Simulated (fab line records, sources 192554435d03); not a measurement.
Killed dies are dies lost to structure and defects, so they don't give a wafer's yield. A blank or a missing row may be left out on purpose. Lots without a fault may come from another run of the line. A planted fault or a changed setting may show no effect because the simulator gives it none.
Chamber matching | flow n5_finfet | N5_PMOS_HMC_CHANNEL_EPI_ETCH_32 on rie_diel-04: 4 sister chambers
The step etches BARC in N2/H2, stops on SiO2, target depth 85.8 nm, time 50.3 s. 16 wafers are shown with their chamber, then 8 later ones without.

WAFERS WITH THEIR CHAMBER
wafer  | chamber | drypump_motor_current_A (A) | showerhead_plenum_p_Torr (Torr) | throttle_valve_pct (%)
L074.1 | 3       | 5.7                         | 2.65                            | 17.73
L074.3 | 1       | 6.3                         | 2.66                            | 17.49
L074.6 | 1       | 6.3                         | 2.66                            | 17.49
L076.2 | 3       | 5.7                         | 2.64                            | 17.74
L076.3 | 0       | 5.6                         | 2.53                            | 17.98
L076.6 | 0       | 5.6                         | 2.53                            | 17.99
L081.1 | 3       | 5.8                         | 2.64                            | 17.74
L081.3 | 2       | 5.7                         | 2.65                            | 18.02
L081.6 | 2       | 5.7                         | 2.65                            | 18.01
L082.2 | 3       | 5.7                         | 2.64                            | 17.73
L082.3 | 2       | 5.7                         | 2.65                            | 18.03
L082.6 | 3       | 5.7                         | 2.64                            | 17.75
L083.3 | 2       | 5.7                         | 2.65                            | 18.02
L083.4 | 1       | 6.3                         | 2.65                            | 17.55
L083.5 | 3       | 5.7                         | 2.64                            | 17.76
L085.2 | 0       | 5.6                         | 2.52                            | 18.02

SIGNATURES (means of the wafers above)
reading                  | chamber 0 | chamber 1 | chamber 2 | chamber 3 | scatter within a chamber
drypump_motor_current_A  | 5.600     | 6.300     | 5.700     | 5.717     | 0.0264
showerhead_plenum_p_Torr | 2.5267    | 2.6567    | 2.6500    | 2.6417    | 0.00425
throttle_valve_pct       | 17.9967   | 17.5100   | 18.0200   | 17.7417   | 0.0186
Rule: a wafer's distance from a chamber is the root of the sum, over the readings, of the square of ((its reading less the chamber's mean) divided by the reading's scatter). The wafer belongs to the nearest chamber; if the next one is less than 2 further off, it can't be placed. The scatter: the root of (the sum of the squares of (reading less its chamber's mean) over the shown wafers, divided by (wafers less chambers)).

WAFERS WITHOUT THEIR CHAMBER
wafer  | drypump_motor_current_A (A) | showerhead_plenum_p_Torr (Torr) | throttle_valve_pct (%)
L085.5 | 6.3                         | 2.65                            | 17.56
L085.6 | 5.6                         | 2.52                            | 18.00
L087.2 | 5.7                         | 2.64                            | 17.77
L087.4 | 5.6                         | 2.52                            | 18.01
L087.6 | 5.7                         | 2.64                            | 17.78
L090.1 | 5.6                         | 2.52                            | 18.03
L090.2 | 5.7                         | 2.64                            | 18.05
L090.6 | 5.6                         | 2.52                            | 18.04

WHICH CHAMBER EACH WENT THROUGH
wafer  | from the rows above | in truth
L085.5 | 1                   | 1
L085.6 | 0                   | 0
L087.2 | 3                   | 3
L087.4 | 0                   | 0
L087.6 | 3                   | 3
L090.1 | 0                   | 0
L090.2 | 2                   | 2
L090.6 | 0                   | 0
Placed correctly: 8 of 8. Can't be placed from these rows: 0. Placed wrongly: 0.
